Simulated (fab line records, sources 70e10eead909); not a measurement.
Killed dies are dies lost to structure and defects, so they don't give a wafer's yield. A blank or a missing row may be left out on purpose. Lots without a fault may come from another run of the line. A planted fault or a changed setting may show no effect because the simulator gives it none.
Which tool did it? | flow nand_harc | 24 lots, 72 wafers sampled, at 4 steps of a route of 1159

WHAT THE GAUGES READ, wafer by wafer
NHARC_A_SGD_CUT_OVL_MEAS_10. Usual: overlay_x_nm -0.2 nm, standard deviation 0.83; overlay_y_nm 0.1 nm, standard deviation 0.75.
lot  | measured     | on         | overlay_x_nm (nm) | overlay_y_nm (nm) | flag
L074 | day 13 17:10 | overlay-02 | 0.5 0.8 0.5       | 1.5 1.1 1.2       |
L075 | day 13 16:37 | overlay-02 | -0.8 -0.7 -0.2    | -1.2 -0.9 -1.7    |
L076 | day 14 04:51 | overlay-02 | 1.0 0.8 0.8       | -0.6 -0.5 -0.4    |
L077 | day 14 04:29 | overlay-02 | 0.9 1.3 1.3       | 0.1 -0.9 -0.3     |
L079 | day 14 19:28 | overlay-01 | -1.1 -1.2 -1.0    | 1.8 1.1 0.6       |
L078 | day 14 19:38 | overlay-01 | -0.6 -0.8 -0.4    | 0.2 0.4 0.3       |
L081 | day 15 19:31 | overlay-02 | 0.9 0.9 0.4       | -0.3 0.0 0.3      |
L080 | day 15 19:59 | overlay-01 | 0.2 -0.4 0.1      | -1.4 -1.4 -1.1    |
L082 | day 16 11:40 | overlay-02 | -0.5 -0.1 -0.3    | 0.5 0.1 0.0       |
L083 | day 16 12:58 | overlay-02 | 0.2 0.4 0.1       | 0.3 -0.2 -0.7     |
L085 | day 16 13:49 | overlay-01 | 0.0 -0.2 -0.2     | 0.3 0.1 0.2       |
L084 | day 16 12:05 | overlay-02 | -1.5 -1.2 -1.1    | -1.2 -1.5 -1.7    |
L087 | day 17 01:59 | overlay-02 | -1.3 -1.1 -1.1    | -0.5 -0.6 -0.6    |
L086 | day 17 11:26 | overlay-02 | 0.0 0.1 0.0       | 0.8 0.3 0.6       |
L088 | day 17 11:10 | overlay-01 | -1.0 -1.6 -2.2    | 0.1 0.6 0.3       |
L089 | day 17 10:48 | overlay-02 | 0.3 0.7 0.7       | 1.3 0.9 0.5       |
L090 | day 17 23:29 | overlay-01 | 0.1 0.3 0.2       | 1.5 0.9 1.2       |
L091 | day 17 23:38 | overlay-02 | -0.1 -0.4 0.0     | 0.4 -0.1 0.4      |
L092 | day 17 23:11 | overlay-01 | -0.9 -0.8 -1.2    | 0.1 0.2 0.3       |
L093 | day 18 16:42 | overlay-01 | 0.2 0.7 0.9       | 0.0 -0.4 0.3      |
L094 | day 18 16:55 | overlay-01 | 0.1 0.2 0.2       | 0.2 -0.3 -0.3     |
L095 | day 19 02:01 | overlay-01 | -1.4 -1.4 -1.3    | 0.6 0.9 0.7       |
L096 | day 19 01:50 | overlay-01 | -1.1 -0.4 -0.5    | -0.5 -0.9 -0.5    |
L097 | day 19 19:30 | overlay-01 | 1.3 0.8 1.1       | 0.0 -0.6 0.3      |

WHICH TOOL RAN EACH LOT (tool, then ch and the chambers of the sampled wafers, then the start)
lot  | NHARC_A_STAIRCASE_DESCUM_312       | NHARC_A_STAIRCASE_CMP_450     | NHARC_A_STAIRCASE_STRIP_475
L074 | rie_diel-01 ch 0,1,2, day 11 18:37 | cmp-03 ch 1,3, day 13 14:23   | rie_diel-06 ch 1,3, day 13 17:10 or earlier
L075 | rie_diel-06 ch 0,1,2, day 11 19:05 | cmp-02 ch 0,1,2, day 13 14:04 | rie_diel-06 ch 0,1,2, day 13 16:37 or earlier
L076 | rie_diel-06 ch 0,1, day 12 04:55   | cmp-03 ch 0,1, day 14 01:53   | rie_diel-13 ch 0,2,3, day 14 04:51 or earlier
L077 | rie_diel-13 ch 0,1,3, day 12 05:20 | cmp-02 ch 1,2, day 14 01:38   | rie_diel-13 ch 0,1,2, day 14 04:29 or earlier
L079 | rie_diel-01 ch 0,2,3, day 12 19:02 | cmp-03 ch 0,1,3, day 14 16:37 | rie_diel-01 ch 0,1,2, day 14 19:28 or earlier
L078 | rie_diel-01 ch 2,3, day 12 21:13   | cmp-04 ch 2,3, day 14 16:46   | rie_diel-06 ch 0,2,3, day 14 19:38 or earlier
L081 | rie_diel-01 ch 0,1,2, day 13 14:07 | cmp-02 ch 0,2,3, day 15 16:46 | rie_diel-13 ch 0,2,3, day 15 19:31 or earlier
L080 | rie_diel-01 ch 0,1,3, day 13 15:27 | cmp-02 ch 0,1,2, day 15 17:17 | rie_diel-13 ch 0,1,3, day 15 19:59 or earlier
L082 | rie_diel-13 ch 0,1,3, day 14 07:58 | cmp-04 ch 0,2,3, day 16 08:58 | rie_diel-06 ch 0,1,2, day 16 10:09
L083 | rie_diel-13 ch 2,3, day 14 09:46   | cmp-04 ch 1,2,3, day 16 10:26 | rie_diel-01 ch 0,1, day 16 12:58 or earlier
L085 | rie_diel-13 ch 2,3, day 14 15:04   | cmp-02 ch 0,1,2, day 16 11:14 | rie_diel-01 ch 0,3, day 16 13:49 or earlier
L084 | rie_diel-01 ch 0,1,2, day 14 17:46 | cmp-03 ch 0,3, day 16 09:25   | rie_diel-01 ch 0,1, day 16 12:05 or earlier
L087 | rie_diel-01 ch 2,3, day 14 22:02   | cmp-03 ch 1,2,3, day 16 23:14 | rie_diel-01 ch 0,3, day 17 01:59 or earlier
L086 | rie_diel-01 ch 0,2, day 15 05:53   | cmp-02 ch 0,1,3, day 17 08:53 | rie_diel-13 ch 0,2, day 17 11:26 or earlier
L088 | rie_diel-06 ch 0,2,3, day 15 07:49 | cmp-03 ch 0,1,3, day 17 08:36 | rie_diel-01 ch 0,1,2, day 17 11:10 or earlier
L089 | rie_diel-06 ch 0,2, day 15 09:14   | cmp-04 ch 1,2,3, day 17 08:13 | rie_diel-01 ch 1,2, day 17 10:48 or earlier
L090 | rie_diel-13 ch 0,1,2, day 15 20:52 | cmp-02 ch 0,1,3, day 17 20:42 | rie_diel-01 ch 0,2,3, day 17 23:29 or earlier
L091 | rie_diel-01 ch 0,2,3, day 15 23:54 | cmp-03 ch 1,2,3, day 17 20:52 | rie_diel-13 ch 0,1,2, day 17 23:38 or earlier
L092 | rie_diel-06 ch 0,2, day 16 00:03   | cmp-04 ch 0,1,2, day 17 20:36 | rie_diel-01 ch 1,2, day 17 23:11 or earlier
L093 | rie_diel-13 ch 0,1,2, day 16 13:56 | cmp-02 ch 1,2,3, day 18 13:38 | rie_diel-13 ch 0,1,2, day 18 16:42 or earlier
L094 | rie_diel-06 ch 0,1, day 16 16:43   | cmp-03 ch 0,1,3, day 18 13:55 | rie_diel-01 ch 0,3, day 18 16:55 or earlier
L095 | rie_diel-06 ch 0,1,2, day 17 00:07 | cmp-02 ch 0,1, day 18 23:15   | rie_diel-01 ch 1,2, day 19 02:01 or earlier
L096 | rie_diel-13 ch 0,1, day 17 07:07   | cmp-03 ch 1,2, day 18 23:08   | rie_diel-06 ch 0,1,3, day 19 01:50 or earlier
L097 | rie_diel-06 ch 1,3, day 17 19:16   | cmp-02 ch 0,3, day 19 16:58   | rie_diel-01 ch 0,2,3, day 19 19:30 or earlier
- NHARC_A_STAIRCASE_DESCUM_312: chemistry O2, time 3 s.
- NHARC_A_STAIRCASE_CMP_450: polishes SiO2, target thk 200 nm.
- NHARC_A_STAIRCASE_STRIP_475: strips in O2, time 20 s.

WHAT THE TOOLS THEMSELVES READ (means of the sampled wafers that have a number; where no wafer has one, the mark that the record gives instead)
NHARC_A_STAIRCASE_DESCUM_312. Usual: drypump_motor_current_A 6.0 A, standard deviation 0.4; oes_product_au 0.996 a.u., standard deviation 0.009; rf_vpp_V 57.7 V, standard deviation 0.89; showerhead_plenum_p_Torr 1.89 Torr, standard deviation 0.093; throttle_valve_pct 11.311 %, standard deviation 0.01.
lot  | tool        | drypump_motor_current_A (A) | oes_product_au (a.u.) | rf_vpp_V (V) | showerhead_plenum_p_Torr (Torr) | throttle_valve_pct (%) | flag
L074 | rie_diel-01 | 5.7                         | 0.991                 | 57.2         | 1.83                            | 11.314                 |
L075 | rie_diel-06 | 6.3                         | 0.991                 | 58.6         | 1.98                            | 11.312                 |
L076 | rie_diel-06 | 6.1                         | 0.993                 | 58.6         | 1.98                            | 11.318                 |
L077 | rie_diel-13 | 5.5                         | 0.985                 | 58.0         | 1.85                            | 11.311                 |
L079 | rie_diel-01 | 5.8                         | 0.992                 | 57.5         | 1.87                            | 11.317                 |
L078 | rie_diel-01 | 5.9                         | 0.996                 | 57.2         | 1.85                            | 11.311                 |
L081 | rie_diel-01 | 5.7                         | 0.999                 | 57.2         | 1.82                            | 11.317                 |
L080 | rie_diel-01 | 5.8                         | 0.984                 | 57.4         | 1.86                            | 11.306                 |
L082 | rie_diel-13 | 5.4                         | 0.994                 | 57.6         | 1.84                            | 11.307                 |
L083 | rie_diel-13 | 5.8                         | 0.986                 | 57.2         | 1.87                            | 11.305                 |
L085 | rie_diel-13 | 5.8                         | 0.990                 | 57.0         | 1.87                            | 11.300                 |
L084 | rie_diel-01 | 5.7                         | 1.000                 | 58.0         | 1.82                            | 11.310                 |
L087 | rie_diel-01 | 5.9                         | 1.006                 | 58.2         | 1.84                            | 11.305                 |
L086 | rie_diel-01 | 5.8                         | 1.010                 | 57.0         | 1.85                            | 11.311                 |
L088 | rie_diel-06 | 6.2                         | 0.986                 | 57.9         | 1.89                            | 11.298                 |
L089 | rie_diel-06 | 6.1                         | 0.992                 | 57.9         | 1.95                            | 11.315                 |
L090 | rie_diel-13 | 5.8                         | 0.999                 | 58.7         | 1.94                            | 11.320                 |
L091 | rie_diel-01 | 5.9                         | 1.004                 | 57.2         | 1.86                            | 11.321                 |
L092 | rie_diel-06 | 6.1                         | 0.994                 | 58.2         | 1.95                            | 11.313                 |
L093 | rie_diel-13 | 5.8                         | 1.006                 | 57.8         | 1.93                            | 11.314                 |
L094 | rie_diel-06 | 6.1                         | 0.999                 | 57.9         | 1.96                            | 11.309                 |
L095 | rie_diel-06 | 6.3                         | 1.003                 | 58.4         | 1.96                            | 11.307                 |
L096 | rie_diel-13 | 5.4                         | 0.996                 | 57.4         | 1.84                            | 11.309                 |
L097 | rie_diel-06 | 6.5                         | 1.013                 | 58.0         | 1.91                            | 11.301                 |

NHARC_A_STAIRCASE_CMP_450. Usual: motor_current_A 12.8 A, standard deviation 1.4; slurry_filter_dp_kPa 13.51 kPa, standard deviation 0.14.
lot  | tool   | motor_current_A (A) | slurry_filter_dp_kPa (kPa) | flag
L074 | cmp-03 | 12.4                | 13.44                      |
L075 | cmp-02 | 13.6                | 13.53                      |
L076 | cmp-03 | 12.9                | 13.58                      |
L077 | cmp-02 | 13.2                | 13.51                      |
L079 | cmp-03 | 13.0                | 13.28                      |
L078 | cmp-04 | 13.9                | 13.56                      |
L081 | cmp-02 | 12.1                | 13.44                      |
L080 | cmp-02 | 13.4                | 13.58                      |
L082 | cmp-04 | 13.7                | 13.40                      |
L083 | cmp-04 | 14.0                | 13.48                      |
L085 | cmp-02 | 13.3                | 13.42                      |
L084 | cmp-03 | 12.9                | 13.35                      |
L087 | cmp-03 | 13.5                | 13.53                      |
L086 | cmp-02 | 11.7                | 13.40                      |
L088 | cmp-03 | 12.6                | 13.46                      |
L089 | cmp-04 | 14.0                | 13.54                      |
L090 | cmp-02 | 11.5                | 13.62                      |
L091 | cmp-03 | 12.9                | 13.51                      |
L092 | cmp-04 | 13.9                | 13.62                      |
L093 | cmp-02 | 11.6                | 13.59                      |
L094 | cmp-03 | 12.8                | 13.72                      |
L095 | cmp-02 | 12.4                | 13.61                      |
L096 | cmp-03 | 13.3                | 13.68                      |
L097 | cmp-02 | 11.7                | 13.56                      |

NHARC_A_STAIRCASE_STRIP_475. Usual: drypump_motor_current_A 5.9 A, standard deviation 0.35; oes_product_au 1.002 a.u., standard deviation 0.0088; rf_vpp_V 57.7 V, standard deviation 0.97; showerhead_plenum_p_Torr 3.45 Torr, standard deviation 0.15; throttle_valve_pct 17.037 %, standard deviation 0.0093.
lot  | tool        | drypump_motor_current_A (A) | oes_product_au (a.u.) | rf_vpp_V (V) | showerhead_plenum_p_Torr (Torr) | throttle_valve_pct (%) | flag
L074 | rie_diel-06 | 6.4                         | 1.001                 | 58.3         | 3.55                            | 17.039                 |
L075 | rie_diel-06 | 6.3                         | 0.990                 | 58.3         | 3.62                            | 17.032                 |
L076 | rie_diel-13 | 5.8                         | 1.007                 | 58.4         | 3.55                            | 17.035                 |
L077 | rie_diel-13 | 5.8                         | 1.002                 | 58.2         | 3.57                            | 17.042                 |
L079 | rie_diel-01 | 5.7                         | 1.007                 | 58.0         | 3.37                            | 17.035                 |
L078 | rie_diel-06 | 6.2                         | 0.988                 | 58.6         | 3.49                            | 17.041                 |
L081 | rie_diel-13 | 5.9                         | 0.988                 | 57.6         | 3.54                            | 17.032                 |
L080 | rie_diel-13 | 5.5                         | 0.998                 | 56.3         | 3.39                            | 17.040                 |
L082 | rie_diel-06 | 6.3                         | 0.996                 | 57.4         | 3.61                            | 17.043                 |
L083 | rie_diel-01 | 5.7                         | 1.008                 | 57.4         | 3.41                            | 17.032                 |
L085 | rie_diel-01 | 5.9                         | 1.007                 | 58.0         | 3.51                            | 17.035                 |
L084 | rie_diel-01 | 5.7                         | 1.003                 | 57.3         | 3.36                            | 17.032                 |
L087 | rie_diel-01 | 5.9                         | 1.006                 | 58.3         | 3.50                            | 17.038                 |
L086 | rie_diel-13 | 5.9                         | 1.005                 | 57.8         | 3.63                            | 17.046                 |
L088 | rie_diel-01 | 5.7                         | 1.006                 | 56.6         | 3.36                            | 17.042                 |
L089 | rie_diel-01 | 5.7                         | 1.013                 | 57.2         | 3.32                            | 17.037                 |
L090 | rie_diel-01 | 5.9                         | 1.012                 | 58.4         | 3.43                            | 17.040                 |
L091 | rie_diel-13 | 5.8                         | 1.006                 | 58.1         | 3.55                            | 17.033                 |
L092 | rie_diel-01 | 5.7                         | 1.003                 | 56.8         | 3.31                            | 17.041                 |
L093 | rie_diel-13 | 5.8                         | 1.004                 | 58.0         | 3.55                            | 17.045                 |
L094 | rie_diel-01 | 5.9                         | 1.007                 | 57.7         | 3.49                            | 17.041                 |
L095 | rie_diel-01 | 5.7                         | 1.000                 | 57.5         | 3.31                            | 17.037                 |
L096 | rie_diel-06 | 6.3                         | 1.003                 | 58.0         | 3.68                            | 17.035                 |
L097 | rie_diel-01 | 5.9                         | 1.001                 | 57.8         | 3.42                            | 17.032                 |

THE ANSWER, worked out from the rows above alone
Rule: a lot is off if the mean of its wafers that have a number lies more than 3 standard deviations from the usual mean. A lot without any number at a reading at which 4 lots or more have one is off too. The other lots that the step has rows for count as sound. The gauges are gone through in route order, then the tools' own readings, and for those a lot's mean is taken as printed above. The first step at which some lot is off is used, and at that step the reading that is off furthest; a lot without a number counts as furthest.
No lot is off at any reading shown: from this, nothing can be told.

WHAT THE SIMULATOR HAD PUT IN
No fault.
